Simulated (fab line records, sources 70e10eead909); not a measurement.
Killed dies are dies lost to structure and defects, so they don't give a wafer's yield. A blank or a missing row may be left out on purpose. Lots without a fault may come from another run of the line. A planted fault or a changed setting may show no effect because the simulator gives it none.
Chamber matching | flow nand_harc | NHARC_A_CHANNEL_HOLE_D2_DESCUM_15 on rie_diel-05: 4 sister chambers
The step chemistry O2, time 3 s. 16 wafers are shown with their chamber, then 8 later ones without.

WAFERS WITH THEIR CHAMBER
wafer  | chamber | showerhead_plenum_p_Torr (Torr) | drypump_motor_current_A (A) | oes_product_au (a.u.)
L496.2 | 2       | 1.99                            | 5.8                         | 0.990
L496.3 | 1       | 1.98                            | 5.8                         | 1.002
L496.6 | 0       | 1.86                            | 6.2                         | 0.995
L498.2 | 0       | 1.86                            | 6.2                         | 0.995
L498.4 | 1       | 1.98                            | 5.8                         | 1.000
L498.5 | 2       | 1.99                            | 5.8                         | 0.989
L499.3 | 0       | 1.86                            | 6.2                         | 0.997
L499.4 | 2       | 1.99                            | 5.8                         | 0.999
L499.5 | 1       | 1.98                            | 5.8                         | 0.999
L503.1 | 2       | 1.99                            | 5.8                         | 1.000
L503.4 | 3       | 1.95                            | 5.8                         | 0.997
L503.6 | 0       | 1.86                            | 6.2                         | 0.992
L505.1 | 3       | 1.95                            | 5.7                         | 0.989
L505.2 | 0       | 1.85                            | 6.1                         | 0.995
L505.6 | 3       | 1.95                            | 5.7                         | 0.989
L507.1 | 0       | 1.85                            | 6.2                         | 0.999

SIGNATURES (means of the wafers above)
reading                  | chamber 0 | chamber 1 | chamber 2 | chamber 3 | scatter within a chamber
showerhead_plenum_p_Torr | 1.8567    | 1.9800    | 1.9900    | 1.9500    | 0.00333
drypump_motor_current_A  | 6.183     | 5.800     | 5.800     | 5.733     | 0.0354
oes_product_au           | 0.99550   | 1.00033   | 0.99450   | 0.99167   | 0.00383
Rule: a wafer's distance from a chamber is the root of the sum, over the readings, of the square of ((its reading less the chamber's mean) divided by the reading's scatter). The wafer belongs to the nearest chamber; if the next one is less than 2 further off, it can't be placed. The scatter: the root of (the sum of the squares of (reading less its chamber's mean) over the shown wafers, divided by (wafers less chambers)).

WAFERS WITHOUT THEIR CHAMBER
wafer  | showerhead_plenum_p_Torr (Torr) | drypump_motor_current_A (A) | oes_product_au (a.u.)
L507.3 | 1.99                            | 5.8                         | 1.009
L507.6 | 1.98                            | 5.8                         | 1.002
L508.2 | 1.85                            | 6.2                         | 0.985
L508.3 | 1.99                            | 5.8                         | 1.014
L508.6 | 1.98                            | 5.8                         | 1.002
L514.3 | 1.98                            | 5.8                         | 1.003
L514.5 | 1.99                            | 5.8                         | 1.016
L514.6 | 1.98                            | 5.8                         | 1.010

WHICH CHAMBER EACH WENT THROUGH
wafer  | from the rows above     | in truth
L507.3 | can't be placed: 1 or 2 | 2
L507.6 | 1                       | 1
L508.2 | 0                       | 0
L508.3 | can't be placed: 1 or 2 | 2
L508.6 | 1                       | 1
L514.3 | 1                       | 1
L514.5 | can't be placed: 1 or 2 | 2
L514.6 | 1                       | 1
Placed correctly: 5 of 8. Can't be placed from these rows: 3 (the true chamber is among the candidates in 3). Placed wrongly: 0.
